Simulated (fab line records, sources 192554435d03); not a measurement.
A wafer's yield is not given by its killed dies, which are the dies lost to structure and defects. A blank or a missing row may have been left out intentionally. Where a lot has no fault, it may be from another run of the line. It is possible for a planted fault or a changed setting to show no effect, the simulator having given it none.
fab line records	flow n5-finfet
record lots=7	wafers=21
route steps=1938 shown HKMG_FIN@386 MOL_CONTACT_COAG@523 BEOL_M0_SAQP@636
start-h: start of the lot's first displayed wafer, in hours after the record's first day	wait-h: how many hours have passed since the lot's step before this one	" as in the row above	L1.1+2: a single row standing in for several wafers	- value missing, or start not given	* or withheld: withheld	< > ~ a bound
route shown NAME@n: a module of which the file shows steps, and the number in the route of the first	usual: average and standard deviation across the fault-free wafers	same: alike in all rows	chamber/n: place in a boat	sites: readings site by site	_std_site: the standard deviation of these	_edge_site: inner sites' mean taken away from outer sites' mean	radius-mm: for every site, how far away it sits from the centre of the wafer	mask NAME#n: copy n	behind: the last tool/chamber to shape the wafer	hold: reason for holding the lot/hours on hold/outcome of the hold	device: the transistor (n, p or np) that didn't switch	end of line: the tests these same wafers got at the end of their route	where a step has no rows: the recipe by itself	killed: count of dies lost to structure and defects at first sort (not the wafer's yield)	map: dies across one wafer; x = killed, . = not, _ = none there
set.NAME: setting as actually run; set.NAME@STEP: the setting as run at that earlier step	model.NAME: the simulator's own value behind a step, which no gauge read
one table per step and one row per wafer, for lots whose settings were changed on purpose
## steps
# step N5_HKMG_FIN_HK_ALD_01
# recipe material=HfO2	target-thk-a=16	temp-c=withheld	ald-precursor-family=HfCl4	ald-co-reactant=H2O	pulse-time-s=3	purge-time-s=3	co-reactant-purge-time-s=2.5	co-reactant-pulse-time-s=0.3	ald-cycles=30
lot.wafer	tool	chamber	start-h	wait-h	set.ald-cycles
L076.1+5+6	ald-hk-03	1,0,1	82.86	0.1	26
L077.2+4+6	ald-hk-03	3,2,0	88.07	0.0	30
L079.2+3+4	ald-hk-03	0,1,2	99.46	0.0	30
L085.2	ald-hk-03	1	136.24	0.0	30
L085.3+4	"	2,3	"	"	33
L086.2+4+6	ald-hk-03	1,2,3	146.11	0.0	30
L088.2+6	ald-hk-01	3,1	153.80	0.0	32
L088.5	"	2	"	"	30
L096.1	ald-hk-01	2	202.51	0.0	27
L096.2+4	"	0,3	"	"	30
# step N5_HKMG_FIN_HK_ANNEAL_02
# recipe temp-c=700	time-s=30	ambient=N2	idle-temp-c=600	ramp-up-c-per-s=150	ramp-down-c-per-s=60	cool-to-c=600
# step N5_HKMG_FIN_ALD_74
# recipe material=La2O3	target-thk-a=5	temp-c=250	ald-precursor-family=La-Cp	ald-co-reactant=O3	pulse-time-s=6	co-reactant-pulse-time-s=1	purge-time-s=3	co-reactant-purge-time-s=3
# step N5_HKMG_FIN_WET_ETCH_82
# recipe chemistry=dHCl	mix=1:10000	temp-c=25	target=La2O3	stop-on=HfO2	target-depth-nm=2	dry=ipa-marangoni	rinse-time-s=30	rinse-temp-c=23
# step N5_HKMG_FIN_ALD_36
# recipe material=TiN	target-thk-a=10	temp-c=400	ald-precursor-family=TiCl4	ald-co-reactant=NH3	pulse-time-s=1	purge-time-s=3	co-reactant-purge-time-s=2	co-reactant-pulse-time-s=2	ald-cycles=47	pressure-torr=3
# step N5_HKMG_FIN_THK_MEAS_70
# recipe thk-meas-gauge=xrf	reads=HfO2_of_HKMG_FIN_HK_ALD_01
# usual HK_THK=1.587/0.021
lot.wafer	tool	chamber	start-h	wait-h	set.ald-cycles@HKMG_FIN_HK_ALD_01	HK_THK[nm]
L076.1	film-metro-02	-	86.34	0.2	26	1.386
L076.5	"	-	"	"	26	1.376
L076.6	"	-	"	"	26	1.388
L077.2	film-metro-01	-	91.78	0.2	30	1.600
L077.4	"	-	"	"	30	1.574
L077.6	"	-	"	"	30	1.600
L079.2	film-metro-02	-	102.84	0.2	30	1.579
L079.3	"	-	"	"	30	1.642
L079.4	"	-	"	"	30	1.576
L085.2	film-metro-02	-	139.61	0.2	30	1.592
L085.3	"	-	"	"	33	1.770
L085.4	"	-	"	"	33	1.742
L086.2	film-metro-01	-	149.43	0.2	30	1.568
L086.4	"	-	"	"	30	1.553
L086.6	"	-	"	"	30	1.573
L088.2	film-metro-01	-	157.37	0.2	32	1.690
L088.5	"	-	"	"	30	1.567
L088.6	"	-	"	"	32	1.697
L096.1	film-metro-01	-	205.84	0.2	27	1.415
L096.2	"	-	"	"	30	1.537
L096.4	"	-	"	"	30	1.576
# step N5_HKMG_FIN_COAT_66
# recipe resist=SOC	temp-c=250	time-s=60	spin-rpm=1500	resist-thk-nm=300
lot.wafer	tool	chamber	start-h	wait-h	set.spin-rpm	model.SOC_of_HKMG_FIN_COAT_66.thk-nm
L076.1	litho-track-02	0	89.66	0.2	1377	313
L076.5	"	0	"	"	1500	300.2
L076.6	"	0	"	"	1377	313.2
L077.2	litho-track-01	0	95.09	0.2	1500	300.4
L077.4	"	0	"	"	1344	317
L077.6	"	0	"	"	1344	317.8
L079.2	litho-track-03	0	106.00	0.2	1500	299.2
L079.3+4	"	0	"	"	1624	288.8
L085.2	litho-track-03	0	143.00	0.2	1500	299.2
L085.3	"	0	"	"	1500	299.6
L085.4	"	0	"	"	1500	300.2
L086.2	litho-track-03	0	152.94	0.2	1500	299.4
L086.4+6	"	0	"	"	1500	300.4
L088.2	litho-track-02	0	160.83	0.2	1634	287.2
L088.5	"	0	"	"	1500	300
L088.6	"	0	"	"	1500	299.6
L096.1	litho-track-03	0	209.17	0.2	1602	291.4
L096.2	"	0	"	"	1500	300.8
L096.4	"	0	"	"	1500	301
# step N5_MOL_CONTACT_COAG_EXPOSE_05
# recipe mask-id=CA	na=0.33	source-shape=annular	sigma-inner=0.4	sigma-outer=0.8	polarization=unpolarized	defocus-nm=0	dose-mj=38.25
lot.wafer	tool	chamber	start-h	wait-h	mask	set.dose-mj
L076.1+5+6	euv-scanner-01	0	100.59	-	CA#0	38.25
L077.2+4	euv-scanner-02	0	108.23	-	CA#0	38.25
L077.6	"	0	"	"	CA#0	39.55
L079.2+3+4	euv-scanner-01	0	115.92	-	CA#0	38.25
L085.2+3	euv-scanner-02	0	153.38	-	CA#0	38.25
L085.4	"	0	"	"	CA#0	35.71
L086.2+4+6	euv-scanner-01	0	162.94	-	CA#0	38.25
L088.2+5+6	euv-scanner-01	0	170.71	-	CA#0	38.25
L096.1+4	euv-scanner-02	0	219.25	-	CA#0	38.25
L096.2	"	0	"	"	CA#0	35.79
# step N5_MOL_CONTACT_COAG_PEB_06
# recipe peb-temp-c=100	peb-time-s=60	resist=CAR-EUV
# step N5_MOL_CONTACT_COAG_DEVELOP_07
# recipe develop-time-s=30	developer=TMAH	resist=CAR-EUV	rinse-liquid=surfactant-rinse	dry=air-spin	dev-temp-c=23
# step N5_MOL_CONTACT_COAG_CD_MEAS_08
# recipe target-cd-nm=28	landing-energy-ev=500	detector=se-inlens	polarity=opening
# usual cd-nm=28.04/0.25
lot.wafer	tool	chamber	start-h	wait-h	set.dose-mj@MOL_CONTACT_COAG_EXPOSE_05	cd-nm
L076.1	cd-sem-02	0	100.72	-	38.25	28.13
L076.5	"	0	"	"	38.25	27.83
L076.6	"	0	"	"	38.25	28.20
L077.2	cd-sem-01	0	108.36	-	38.25	27.91
L077.4	"	0	"	"	38.25	27.68
L077.6	"	0	"	"	39.55	28.64
L079.2	cd-sem-03	0	116.05	-	38.25	27.81
L079.3	"	0	"	"	38.25	27.99
L079.4	"	0	"	"	38.25	28.13
L085.2	cd-sem-01	0	153.51	-	38.25	28.16
L085.3	"	0	"	"	38.25	28.38
L085.4	"	0	"	"	35.71	26.59
L086.2	cd-sem-03	0	163.07	-	38.25	27.62
L086.4	"	0	"	"	38.25	27.84
L086.6	"	0	"	"	38.25	28.41
L088.2	cd-sem-03	0	170.84	-	38.25	27.42
L088.5	"	0	"	"	38.25	27.74
L088.6	"	0	"	"	38.25	27.95
L096.1	cd-sem-01	0	219.38	-	38.25	28.36
L096.2	"	0	"	"	35.79	26.59
L096.4	"	0	"	"	38.25	28.22
# step N5_MOL_CONTACT_COAG_DESCUM_13
# recipe chemistry=O2	time-s=7	source-power-w=50	bias-power-w=20	pressure-mtorr=20	rf-frequency-hz=2.712e+07	temp-c=40	resist=CAR-EUV	o2-flow-sccm=225
# step N5_MOL_CONTACT_COAG_ETCH_59
# recipe chemistry=N2/H2	target=underlayer	target-depth-a=130	mask-material=CAR-EUV	time-s=10.4	ion-energy-ev=200	pressure-mtorr=30	source-w=840	bias-w=150	n2-flow-sccm=200	h2-flow-sccm=200	ends=cleared
lot.wafer	tool	chamber	start-h	wait-h	set.dose-mj@MOL_CONTACT_COAG_EXPOSE_05	model.MOL_CONTACT_COAG.cd-offset-nm
L076.1+5	rie-diel-03	2	100.88	0.0	38.25	0.2
L076.6	"	3	"	"	38.25	0.4
L077.2+4	rie-diel-03	0,3	108.51	0.0	38.25	0
L077.6	"	3	"	"	39.55	0.6
L079.2+4	rie-diel-03	2,3	116.20	0.0	38.25	0
L079.3	"	1	"	"	38.25	-0.2
L085.2	rie-diel-06	1	153.66	0.0	38.25	0.4
L085.3	"	3	"	"	38.25	0.2
L085.4	"	0	"	"	35.71	-1.2
L086.2	rie-diel-06	3	163.22	0.0	38.25	-0.4
L086.4	"	1	"	"	38.25	0.2
L086.6	"	1	"	"	38.25	-0.2
L088.2	rie-diel-03	3	170.99	0.0	38.25	0.2
L088.5+6	"	1,0	"	"	38.25	0
L096.1+4	rie-diel-02	2,0	219.85	0.0	38.25	0.2
L096.2	"	3	"	"	35.79	-1.4
# step N5_MOL_CONTACT_COAG_ETCH_105
# recipe chemistry=CF4	target=SiARC	target-depth-a=156	mask-material=CAR-EUV	time-s=26	ion-energy-ev=80	pressure-mtorr=40	source-w=545	bias-w=36	Ar_flow_sccm=100	cf4-flow-sccm=100	ends=cleared
lot.wafer	tool	chamber	start-h	wait-h	set.dose-mj@MOL_CONTACT_COAG_EXPOSE_05	model.MOL_CONTACT_COAG.cd-offset-nm
L076.1+5+6	rie-diel-03	2,2,3	100.90	0.0	38.25	0.2
L077.2+4	rie-diel-03	0,3	108.53	0.0	38.25	0
L077.6	"	3	"	"	39.55	0.6
L079.2	rie-diel-03	2	116.22	0.0	38.25	0
L079.3+4	"	1,3	"	"	38.25	-0.2
L085.2+3	rie-diel-06	1,3	153.68	0.0	38.25	0.2
L085.4	"	0	"	"	35.71	-1.2
L086.2+6	rie-diel-06	3,1	163.24	0.0	38.25	-0.2
L086.4	"	1	"	"	38.25	0
L088.2+6	rie-diel-03	3,0	171.01	0.0	38.25	0
L088.5	"	1	"	"	38.25	0.2
L096.1	rie-diel-02	2	219.87	0.0	38.25	0
L096.2	"	3	"	"	35.79	-1.4
L096.4	"	0	"	"	38.25	0.2
# step N5_MOL_CONTACT_COAG_ETCH_106
# recipe chemistry=N2/H2	target=SOC	target-depth-a=800	overetch-a=160	mask-material=SiARC	temp-c=40	time-s=120	ion-energy-ev=200	pressure-mtorr=30	source-w=840	bias-w=150	n2-flow-sccm=200	h2-flow-sccm=200
lot.wafer	tool	chamber	start-h	wait-h	set.dose-mj@MOL_CONTACT_COAG_EXPOSE_05	model.MOL_CONTACT_COAG.cd-offset-nm
L076.1+6	rie-diel-03	2,3	100.93	0.0	38.25	0.4
L076.5	"	2	"	"	38.25	0.2
L077.2	rie-diel-03	0	108.56	0.0	38.25	0.2
L077.4	"	3	"	"	38.25	0
L077.6	"	3	"	"	39.55	0.8
L079.2+3+4	rie-diel-03	2,1,3	116.25	0.0	38.25	0
L085.2	rie-diel-06	1	153.71	0.0	38.25	-0.2
L085.3	"	3	"	"	38.25	0
L085.4	"	0	"	"	35.71	-1
L086.2	rie-diel-06	3	163.27	0.0	38.25	-0.2
L086.4	"	1	"	"	38.25	0
L086.6	"	1	"	"	38.25	-0.4
L088.2+6	rie-diel-03	3,0	171.04	0.0	38.25	0
L088.5	"	1	"	"	38.25	0.4
L096.1+4	rie-diel-02	2,0	219.90	0.0	38.25	0.2
L096.2	"	3	"	"	35.79	-1.2
# step N5_MOL_CONTACT_COAG_STRIP_107
# recipe chemistry=N2/H2	temp-c=40	n2-flow-sccm=200	h2-flow-sccm=200	rf-frequency-hz=6e+07
# step N5_MOL_CONTACT_COAG_STRIP_108
# recipe chemistry=N2/H2	temp-c=40	n2-flow-sccm=200	h2-flow-sccm=200	rf-frequency-hz=6e+07
# step N5_MOL_CONTACT_COAG_CONTACT_ETCH_14
# recipe chemistry=C4F6/O2	target=SiO2	target-depth-a=275	overetch-a=85	mask-material=SOC	pressure-mtorr=30	source-w=370	bias-w=185	Ar_flow_sccm=300	C4F6_flow_sccm=16	O2_flow_sccm=10	time-s=20	ion-energy-ev=259.6
lot.wafer	tool	chamber	start-h	wait-h	set.dose-mj@MOL_CONTACT_COAG_EXPOSE_05	model.MOL_CONTACT_COAG.cd-offset-nm
L076.1+5+6	rie-diel-03	2,2,3	101.03	0.0	38.25	0.4
L077.2	rie-diel-03	0	108.66	0.0	38.25	0.2
L077.4	"	3	"	"	38.25	0
L077.6	"	3	"	"	39.55	0.8
L079.2+4	rie-diel-03	2,3	116.35	0.0	38.25	0
L079.3	"	1	"	"	38.25	0.2
L085.2+3	rie-diel-06	1,3	153.81	0.0	38.25	0
L085.4	"	0	"	"	35.71	-1
L086.2+6	rie-diel-06	3,1	163.37	0.0	38.25	-0.2
L086.4	"	1	"	"	38.25	0.2
L088.2	rie-diel-03	3	171.14	0.0	38.25	0.2
L088.5	"	1	"	"	38.25	0.4
L088.6	"	0	"	"	38.25	0
L096.1	rie-diel-02	2	220.00	0.0	38.25	0.2
L096.2	"	3	"	"	35.79	-1.2
L096.4	"	0	"	"	38.25	0.4
# step N5_MOL_CONTACT_COAG_STRIP_109
# recipe chemistry=C4F6/O2	resist=SiARC	rf-frequency-hz=6e+07
# step N5_MOL_CONTACT_COAG_ETCH_15
# recipe chemistry=CH3F/O2	target=SiNx	target-depth-a=70	mask-material=SOC	stop-on=Si:P	over-etch-frac=0.75	ion-energy-ev=120	pressure-mtorr=30	source-w=395	bias-w=73	Ar_flow_sccm=150	CH3F_flow_sccm=30	O2_flow_sccm=20
# step N5_MOL_CONTACT_COAG_ETCH_110
# recipe chemistry=CF4/O2	target=Si	target-depth-a=25	time-s=8	pressure-mtorr=100	source-w=200	bias-w=12	ion-energy-ev=60	Ar_flow_sccm=100	cf4-flow-sccm=100	O2_flow_sccm=10
lot.wafer	tool	chamber	start-h	wait-h	set.dose-mj@MOL_CONTACT_COAG_EXPOSE_05	model.MOL_CONTACT_COAG.cd-offset-nm
L076.1+5+6	rie-diel-03	2,2,3	101.12	0.0	38.25	0.4
L077.2	rie-diel-03	0	108.75	0.0	38.25	0.4
L077.4	"	3	"	"	38.25	0
L077.6	"	3	"	"	39.55	0.8
L079.2+3	rie-diel-03	2,1	116.45	0.0	38.25	0.2
L079.4	"	3	"	"	38.25	-0.2
L085.2+3	rie-diel-06	1,3	153.91	0.0	38.25	0
L085.4	"	0	"	"	35.71	-1
L086.2	rie-diel-06	3	163.47	0.0	38.25	0
L086.4	"	1	"	"	38.25	0.2
L086.6	"	1	"	"	38.25	-0.2
L088.2	rie-diel-03	3	171.24	0.0	38.25	0
L088.5	"	1	"	"	38.25	0.4
L088.6	"	0	"	"	38.25	0.2
L096.1+4	rie-diel-02	2,0	220.09	0.0	38.25	0.2
L096.2	"	3	"	"	35.79	-1
# step N5_MOL_CONTACT_COAG_COAT_78
# recipe resist=CAR-EUV	spin-rpm=1500	resist-thk-nm=40
lot.wafer	tool	chamber	start-h	wait-h	set.spin-rpm	model.CAR-EUV_of_MOL_CONTACT_COAG_COAT_78.thk-nm
L076.1+5	litho-track-02	0	-	-	1500	40
L076.6	"	0	"	"	1576	39
L077.2	litho-track-02	0	-	-	1500	40
L077.4+6	"	0	"	"	1643	38.2
L079.2	litho-track-05	0	-	-	1500	40
L079.3	"	0	"	"	1618	38.6
L079.4	"	0	"	"	1500	39.8
L085.2	litho-track-01	0	-	-	1500	40
L085.3+4	"	0	"	"	1500	40.2
L086.2	litho-track-05	0	-	-	1500	40.2
L086.4+6	"	0	"	"	1500	40
L088.2	litho-track-02	0	-	-	1370	41.8
L088.5	"	0	"	"	1500	40.2
L088.6	"	0	"	"	1370	42
L096.1+2+4	litho-track-02	0	-	-	1500	40
# step N5_MOL_CONTACT_COAG_EBR_80
# recipe solvent=PGMEA	ebr-width-mm=1.5
# step N5_MOL_CONTACT_COAG_SOFTBAKE_79
# recipe temp-c=110	time-s=60	resist=CAR-EUV
# step N5_MOL_CONTACT_COAG_EXPOSE_81
# recipe mask-id=VG	na=0.33	source-shape=annular	sigma-inner=0.3	sigma-outer=0.7	polarization=unpolarized	defocus-nm=0	dose-mj=59.5
# step N5_MOL_CONTACT_COAG_PEB_82
# recipe peb-temp-c=100	peb-time-s=60	resist=CAR-EUV
# step N5_MOL_CONTACT_COAG_DEVELOP_83
# recipe develop-time-s=30	developer=TMAH	resist=CAR-EUV	rinse-liquid=surfactant-rinse	dry=air-spin	dev-temp-c=23
lot.wafer	tool	chamber	start-h	wait-h	set.spin-rpm@MOL_CONTACT_COAG_COAT_78	model.CAR-EUV_of_MOL_CONTACT_COAG_COAT_78.thk-nm
L076.1	litho-track-01	0	-	-	1500	39.4
L076.5	"	0	"	"	1500	39.6
L076.6	"	0	"	"	1576	38.6
L077.2	litho-track-01	0	-	-	1500	39.6
L077.4+6	"	0	"	"	1643	37.8
L079.2	litho-track-05	0	-	-	1500	39.6
L079.3	"	0	"	"	1618	38
L079.4	"	0	"	"	1500	39.2
L085.2+3+4	litho-track-01	0	-	-	1500	39.6
L086.2+4+6	litho-track-01	0	-	-	1500	39.6
L088.2	litho-track-01	0	-	-	1370	41.2
L088.5	"	0	"	"	1500	39.8
L088.6	"	0	"	"	1370	41.4
L096.1+2+4	litho-track-05	0	-	-	1500	39.6
# step N5_MOL_CONTACT_COAG_ALD_131
# recipe material=SiO2	target-thk-a=50	temp-c=100	ald-precursor-family=BDEAS	ald-co-reactant=O2-plasma	pulse-time-s=1	co-reactant-pulse-time-s=1	purge-time-s=2	co-reactant-purge-time-s=2	ald-cycles=35	pressure-torr=2
lot.wafer	tool	chamber	start-h	wait-h	set.ald-cycles	model.SiO2_of_MOL_CONTACT_COAG_ALD_131.thk-nm
L076.1	ald-sin-04	1	110.54	0.1	33	4.8
L076.5	"	3	"	"	33	4.6
L076.6	"	2	"	"	35	5
L077.2+4+6	ald-sin-02	0,2,0	118.82	0.1	39	5.6
L079.2	ald-sin-04	1	124.66	0.1	35	5
L079.3+4	"	3,2	"	"	33	4.8
L085.2+3+4	ald-sin-04	0,1,3	162.59	0.1	35	5
L086.2+4+6	ald-sin-02	2,3,0	174.21	0.1	35	5
L088.2+5	ald-sin-01	1,3	183.97	0.7	31	4.4
L088.6	"	0	"	"	35	5
L096.1+2+4	ald-sin-04	0,2,3	228.50	0.1	35	5
# step N5_BEOL_M0_SAQP_PECVD_96
# recipe material=a-Si	target-thk-a=450	temp-c=350	precursor=SiH4/He	pressure-torr=3	rf-w=100	time-s=45.2
lot.wafer	tool	chamber	start-h	wait-h	set.time-s	model.a-Si_of_BEOL_M0_SAQP_PECVD_96.thk-nm
L076.1	pecvd-03	1	117.28	0.0	45.2	44.6
L076.5	"	1	"	"	42.72	42.6
L076.6	"	2	"	"	42.72	43.2
L077.2	pecvd-02	1	126.55	0.0	46.91	47
L077.4	"	2	"	"	45.2	46.4
L077.6	"	0	"	"	46.91	47.6
L079.2	pecvd-02	1	132.49	0.0	41.05	40.6
L079.3	"	2	"	"	45.2	44.4
L079.4	"	2	"	"	45.2	45.4
L085.2	pecvd-03	0	172.05	0.0	45.2	44
L085.3	"	1	"	"	50.82	50.6
L085.4	"	0	"	"	50.82	49.6
L086.2	pecvd-02	1	181.97	0.0	45.2	44
L086.4	"	1	"	"	45.2	45
L086.6	"	2	"	"	45.2	45.6
L088.2	pecvd-02	0	190.88	0.0	45.2	44
L088.5	"	2	"	"	50.41	50.8
L088.6	"	1	"	"	45.2	44.8
L096.1	pecvd-03	0	236.41	0.0	45.2	44
L096.2	"	1	"	"	45.2	44.8
L096.4	"	1	"	"	45.2	45.6
## key
split step=N5_HKMG_FIN_HK_ALD_01	setting=ald-cycles	stated=30	by=wafer
response step=N5_HKMG_FIN_THK_MEAS_70	reading=HK_THK	change=+0.0159	per=1%	r=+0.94
split step=N5_HKMG_FIN_COAT_66	setting=spin-rpm	stated=1500	by=wafer
response step=N5_HKMG_FIN_COAT_66	reading=model.SOC_of_HKMG_FIN_COAT_66.thk-nm	change=-1.48	per=1%	r=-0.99
split step=N5_MOL_CONTACT_COAG_EXPOSE_05	setting=dose-mj	stated=38.25	by=wafer
response step=N5_MOL_CONTACT_COAG_CD_MEAS_08	reading=cd-nm	change=+0.258	per=1%	r=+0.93
response step=N5_MOL_CONTACT_COAG_ETCH_59	reading=model.MOL_CONTACT_COAG.cd-offset-nm	change=+0.23	per=1%	r=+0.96
response step=N5_MOL_CONTACT_COAG_ETCH_105	reading=model.MOL_CONTACT_COAG.cd-offset-nm	change=+0.216	per=1%	r=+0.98
response step=N5_MOL_CONTACT_COAG_ETCH_106	reading=model.MOL_CONTACT_COAG.cd-offset-nm	change=+0.179	per=1%	r=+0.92
response step=N5_MOL_CONTACT_COAG_CONTACT_ETCH_14	reading=model.MOL_CONTACT_COAG.cd-offset-nm	change=+0.192	per=1%	r=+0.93
response step=N5_MOL_CONTACT_COAG_ETCH_110	reading=model.MOL_CONTACT_COAG.cd-offset-nm	change=+0.169	per=1%	r=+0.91
split step=N5_MOL_CONTACT_COAG_COAT_78	setting=spin-rpm	stated=1500	by=wafer
response step=N5_MOL_CONTACT_COAG_COAT_78	reading=model.CAR-EUV_of_MOL_CONTACT_COAG_COAT_78.thk-nm	change=-0.186	per=1%	r=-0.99
response step=N5_MOL_CONTACT_COAG_DEVELOP_83	reading=model.CAR-EUV_of_MOL_CONTACT_COAG_COAT_78.thk-nm	change=-0.18	per=1%	r=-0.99
split step=N5_MOL_CONTACT_COAG_ALD_131	setting=ald-cycles	stated=35	by=wafer
response step=N5_MOL_CONTACT_COAG_ALD_131	reading=model.SiO2_of_MOL_CONTACT_COAG_ALD_131.thk-nm	change=+0.0496	per=1%	r=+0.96
split step=N5_BEOL_M0_SAQP_PECVD_96	setting=time-s	stated=45.2	by=wafer
response step=N5_BEOL_M0_SAQP_PECVD_96	reading=model.a-Si_of_BEOL_M0_SAQP_PECVD_96.thk-nm	change=+0.485	per=1%	r=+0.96
